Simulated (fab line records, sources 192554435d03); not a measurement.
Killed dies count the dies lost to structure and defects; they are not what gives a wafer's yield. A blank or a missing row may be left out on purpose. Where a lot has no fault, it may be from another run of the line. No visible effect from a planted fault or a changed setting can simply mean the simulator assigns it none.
8D (eight disciplines) problem report, filled in by code    flow n5Finfet    the parts of the form that need people (team, actions taken, sign-off) are left out

== 1. WHAT WENT WRONG ==
Mean of barrierFieldEndpointS at N5_BEOL_M6_CMP_52: 22.2 s across 2 wafers in 2 lots; on wafers with no fault it is 28.8 s (standard deviation 0.63). Measured from the usual mean, that is -10 standard deviations.
The step: polishes, stops on SiCOH lowk, t overpolish 6.9 s, target thk 80 nm.
First seen on wafer L404.3, day 13 08:35, on cmp-01. The record holds 32 wafers of 11 lots with a number at this step. Rule for "out" (also "out of limits"): further than 4 standard deviations from the usual mean. All remaining wafers that have a number are taken as sound.

== 2. WHAT THIS IS AND IS NOT ==
question                     is                     is not
which readings at this step  barrierFieldEndpointS  clearingPlatenRpm, motorCurrentA, retainingRingPressureFrac
which lots                   L404, L407             L386, L387, L390, L391, L393, L394, L396, L397, L399
which wafers of those lots   L404.3, L407.3         L404.1, L404.4, L407.2, L407.5
read on which tools          cmp-01, cmp-03         cmp-04
when                         from day 13 08:35      up to then (28 sound wafers); but 2 sound wafers of L407 came after

== 3. WHAT RULES OUT EACH SUSPECT ==
Counting: a tool at a process step up to the reading stays a suspect if it ran every lot that is out. Sound lots after the first of them don't rule it out here, since some wafers of a struck lot are sound.
- pecvd-03 at N5_BEOL_M6_PECVD_70 (deposits SiO2 from TEOS/O2, target thk 20 nm, time 22.7 s): kept. It ran every lot that is out, first L404 (day 13 02:54); its last sound lot up to then is L399 (day 11 19:43).
- rieDiel-06 at N5_BEOL_M6_STRIP_80 (strips in N2/H2, time 10 s): kept. It ran every lot that is out, first L404 (day 13 06:28); its last sound lot up to then is L397 (day 11 13:16). N5_BEOL_M6_STRIP_80 gives no start for some lots, so the hours and the order of its lots are those of N5_BEOL_M6_CD_MEAS_35.
The count leaves rieDiel-06 at N5_BEOL_M6_STRIP_80 and pecvd-03 at N5_BEOL_M6_PECVD_70.

== 4. THE CAUSE (what the simulator had put in) ==
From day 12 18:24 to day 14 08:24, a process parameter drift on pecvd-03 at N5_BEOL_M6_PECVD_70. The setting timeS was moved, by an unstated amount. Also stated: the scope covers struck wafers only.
After counting, 2 suspects remain, this tool included.

== 5. THE EFFECT CHAIN, in route order ==
One row per reading whose mean, taken over the struck wafers that have a number, lies over 3 standard deviations from the usual. Readings are gone through only where the record gives a usual standard deviation; hours: the median, over the lots, of the time from a lot's start at the first step in this table giving one to that lot's start at this step; sigmas: the change measured in usual standard deviations.
hours  step               reading                usual   on struck wafers  change  sigmas
0      N5_BEOL_M6_CMP_52  barrierFieldEndpointS  28.8 s  22.2              -6.6    -10
Its process steps:
- N5_BEOL_M6_CMP_52: polishes, stops on SiCOH lowk, t overpolish 6.9 s, target thk 80 nm.

== 6. WHAT WOULD HAVE CAUGHT IT SOONER ==
First out-of-limits reading in this record: day 13 08:35, which is 14 hours after fault onset at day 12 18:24.
Of the tool readings at N5_BEOL_M6_PECVD_70 for which the record gives a usual standard deviation, none was out on any struck wafer, so an alarm limit of 4 standard deviations on them would not have fired.
Lots out: 2; of these, L407 started N5_BEOL_M6_PECVD_70 on pecvd-03 after day 13 08:35. It would have been spared by a hold on the tool at that moment.
